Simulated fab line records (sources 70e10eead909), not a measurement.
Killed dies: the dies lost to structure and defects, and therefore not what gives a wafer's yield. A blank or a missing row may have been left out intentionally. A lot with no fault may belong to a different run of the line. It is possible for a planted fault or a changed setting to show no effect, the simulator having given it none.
Chamber matching || flow nand harc || rie diel-03 running NHARC_A_SLIT_ETCH_29: 4 sister chambers
The step etches the open film in CF4/O2, target depth 100 nm, overetch 10 nm, time 55 s. 8 wafers are shown with their chamber, then 12 later ones without.

## WAFERS, EACH WITH ITS CHAMBER
{"wafer": "L085.1", "chamber": 2, "drypump motor current A (A)": 5.7, "showerhead plenum p Torr (Torr)": 1.25}
{"wafer": "L085.2", "chamber": 1, "drypump motor current A (A)": 4.8, "showerhead plenum p Torr (Torr)": 1.28}
{"wafer": "L084.2", "chamber": 1, "drypump motor current A (A)": 4.8, "showerhead plenum p Torr (Torr)": 1.28}
{"wafer": "L084.4", "chamber": 0, "drypump motor current A (A)": 5.1, "showerhead plenum p Torr (Torr)": 1.28}
{"wafer": "L084.5", "chamber": 3, "drypump motor current A (A)": 6.6, "showerhead plenum p Torr (Torr)": 1.32}
{"wafer": "L088.1", "chamber": 0, "drypump motor current A (A)": 5.2, "showerhead plenum p Torr (Torr)": 1.27}
{"wafer": "L088.4", "chamber": 2, "drypump motor current A (A)": 5.7, "showerhead plenum p Torr (Torr)": 1.25}
{"wafer": "L088.5", "chamber": 3, "drypump motor current A (A)": 6.6, "showerhead plenum p Torr (Torr)": 1.32}

## WAFERS WITH NO CHAMBER GIVEN
{"wafer": "L092.4", "drypump motor current A (A)": 5.2, "showerhead plenum p Torr (Torr)": 1.27}
{"wafer": "L092.5", "drypump motor current A (A)": 6.6, "showerhead plenum p Torr (Torr)": 1.31}
{"wafer": "L092.6", "drypump motor current A (A)": 5.2, "showerhead plenum p Torr (Torr)": 1.27}
{"wafer": "L094.1", "drypump motor current A (A)": 5.7, "showerhead plenum p Torr (Torr)": 1.25}
{"wafer": "L094.2", "drypump motor current A (A)": 6.6, "showerhead plenum p Torr (Torr)": 1.32}
{"wafer": "L094.4", "drypump motor current A (A)": 5.2, "showerhead plenum p Torr (Torr)": 1.27}
{"wafer": "L095.2", "drypump motor current A (A)": 5.2, "showerhead plenum p Torr (Torr)": 1.27}
{"wafer": "L095.3", "drypump motor current A (A)": 4.8, "showerhead plenum p Torr (Torr)": 1.28}
{"wafer": "L095.6", "drypump motor current A (A)": 6.6, "showerhead plenum p Torr (Torr)": 1.32}
{"wafer": "L097.2", "drypump motor current A (A)": 4.8, "showerhead plenum p Torr (Torr)": 1.28}
{"wafer": "L097.4", "drypump motor current A (A)": 6.6, "showerhead plenum p Torr (Torr)": 1.31}
{"wafer": "L097.5", "drypump motor current A (A)": 5.7, "showerhead plenum p Torr (Torr)": 1.25}

## THE CHAMBER EACH PASSED THROUGH
{"wafer": "L092.4", "from the rows above": 0, "in truth": 0}
{"wafer": "L092.5", "from the rows above": 3, "in truth": 3}
{"wafer": "L092.6", "from the rows above": 0, "in truth": 0}
{"wafer": "L094.1", "from the rows above": 2, "in truth": 2}
{"wafer": "L094.2", "from the rows above": 3, "in truth": 3}
{"wafer": "L094.4", "from the rows above": 0, "in truth": 0}
{"wafer": "L095.2", "from the rows above": 0, "in truth": 0}
{"wafer": "L095.3", "from the rows above": 1, "in truth": 1}
{"wafer": "L095.6", "from the rows above": 3, "in truth": 3}
{"wafer": "L097.2", "from the rows above": 1, "in truth": 1}
{"wafer": "L097.4", "from the rows above": 3, "in truth": 3}
{"wafer": "L097.5", "from the rows above": 2, "in truth": 2}
12 of 12 placed correctly. Left unplaced by these rows: 0. Number placed wrongly: 0.
How it was worked out, from the rows above alone: a wafer's distance from a chamber is the root of the sum, over the readings, of the square of ((its reading less the chamber's mean) divided by the reading's scatter). If the next closest chamber is less than 2 further off than the closest, the wafer can't be placed; otherwise it belongs to the closest. The mean given for a chamber averages the wafers shown for that chamber. The scatter: the root of (the sum of the squares of (reading less its chamber's mean) over the shown wafers, divided by (wafers less chambers)).
